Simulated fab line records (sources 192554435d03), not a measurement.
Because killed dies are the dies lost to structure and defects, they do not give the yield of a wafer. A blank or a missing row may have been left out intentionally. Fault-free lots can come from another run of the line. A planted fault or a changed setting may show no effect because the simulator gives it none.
Chamber matching / flow n5-finfet / 3 sister chambers for N5_FIN_SAQP_PECVD_47 on pecvd-03
The step deposits a-Si from SiH4/He, target thk 45 nm, time 36.3 s. 16 wafers are shown with their chamber, then 8 later ones without.

WAFERS, EACH WITH ITS CHAMBER
wafer=L075.2; chamber=1; throttle-valve-pct (%)=19.5; showerhead-plenum-p-Torr (Torr)=5.683; heater-power-w (W)=988
wafer=L075.3; chamber=0; throttle-valve-pct (%)=17.9; showerhead-plenum-p-Torr (Torr)=5.635; heater-power-w (W)=779
wafer=L075.5; chamber=0; throttle-valve-pct (%)=17.8; showerhead-plenum-p-Torr (Torr)=5.627; heater-power-w (W)=784
wafer=L081.4; chamber=2; throttle-valve-pct (%)=17.7; showerhead-plenum-p-Torr (Torr)=5.685; heater-power-w (W)=979
wafer=L081.5; chamber=0; throttle-valve-pct (%)=18.0; showerhead-plenum-p-Torr (Torr)=5.649; heater-power-w (W)=753
wafer=L081.6; chamber=1; throttle-valve-pct (%)=19.5; showerhead-plenum-p-Torr (Torr)=5.681; heater-power-w (W)=1022
wafer=L082.1; chamber=0; throttle-valve-pct (%)=17.9; showerhead-plenum-p-Torr (Torr)=5.636; heater-power-w (W)=732
wafer=L082.2; chamber=2; throttle-valve-pct (%)=17.4; showerhead-plenum-p-Torr (Torr)=5.676; heater-power-w (W)=867
wafer=L082.4; chamber=2; throttle-valve-pct (%)=17.2; showerhead-plenum-p-Torr (Torr)=5.685; heater-power-w (W)=868
wafer=L083.1; chamber=0; throttle-valve-pct (%)=17.9; showerhead-plenum-p-Torr (Torr)=5.628; heater-power-w (W)=724
wafer=L083.4; chamber=0; throttle-valve-pct (%)=18.0; showerhead-plenum-p-Torr (Torr)=5.630; heater-power-w (W)=731
wafer=L083.5; chamber=1; throttle-valve-pct (%)=19.3; showerhead-plenum-p-Torr (Torr)=5.679; heater-power-w (W)=1022
wafer=L085.1; chamber=2; throttle-valve-pct (%)=17.5; showerhead-plenum-p-Torr (Torr)=5.673; heater-power-w (W)=978
wafer=L085.2; chamber=0; throttle-valve-pct (%)=17.9; showerhead-plenum-p-Torr (Torr)=5.634; heater-power-w (W)=746
wafer=L085.6; chamber=1; throttle-valve-pct (%)=19.6; showerhead-plenum-p-Torr (Torr)=5.682; heater-power-w (W)=958
wafer=L094.2; chamber=2; throttle-valve-pct (%)=17.5; showerhead-plenum-p-Torr (Torr)=5.683; heater-power-w (W)=962

SIGNATURES (means of the wafers above)
reading=throttle-valve-pct; chamber 0=17.914; chamber 1=19.475; chamber 2=17.460; scatter within a chamber=0.127
reading=showerhead-plenum-p-Torr; chamber 0=5.63414; chamber 1=5.68125; chamber 2=5.68040; scatter within a chamber=0.00597
reading=heater-power-w; chamber 0=749.86; chamber 1=997.50; chamber 2=930.80; scatter within a chamber=39
Rule: a wafer lies at a distance from a chamber equal to the root of the sum of squares, over the readings, of (its reading less the chamber's mean, divided by the reading's scatter). If the next closest chamber is less than 2 further off than the closest, the wafer can't be placed; otherwise it belongs to the closest. How the scatter is found: for the shown wafers, subtract from each reading the mean of its chamber, square and add these, divide the total by (wafers less chambers), then take the root.

WAFERS WITHOUT THEIR CHAMBER
wafer=L094.3; throttle-valve-pct (%)=17.8; showerhead-plenum-p-Torr (Torr)=5.628; heater-power-w (W)=712
wafer=L094.4; throttle-valve-pct (%)=17.6; showerhead-plenum-p-Torr (Torr)=5.698; heater-power-w (W)=998
wafer=L095.3; throttle-valve-pct (%)=17.6; showerhead-plenum-p-Torr (Torr)=5.675; heater-power-w (W)=943
wafer=L095.4; throttle-valve-pct (%)=17.3; showerhead-plenum-p-Torr (Torr)=5.695; heater-power-w (W)=958
wafer=L095.5; throttle-valve-pct (%)=19.8; showerhead-plenum-p-Torr (Torr)=5.670; heater-power-w (W)=961
wafer=L096.2; throttle-valve-pct (%)=17.7; showerhead-plenum-p-Torr (Torr)=5.697; heater-power-w (W)=983
wafer=L096.3; throttle-valve-pct (%)=19.3; showerhead-plenum-p-Torr (Torr)=5.678; heater-power-w (W)=990
wafer=L096.5; throttle-valve-pct (%)=17.9; showerhead-plenum-p-Torr (Torr)=5.649; heater-power-w (W)=775

EACH ONE'S CHAMBER
wafer=L094.3; from the rows above=0; in truth=0
wafer=L094.4; from the rows above=2; in truth=2
wafer=L095.3; from the rows above=2; in truth=2
wafer=L095.4; from the rows above=2; in truth=2
wafer=L095.5; from the rows above=1; in truth=1
wafer=L096.2; from the rows above=2; in truth=2
wafer=L096.3; from the rows above=1; in truth=1
wafer=L096.5; from the rows above=0; in truth=0
Correct placement for 8 of the 8. From these rows, 0 cannot be placed. Number placed wrongly: 0.
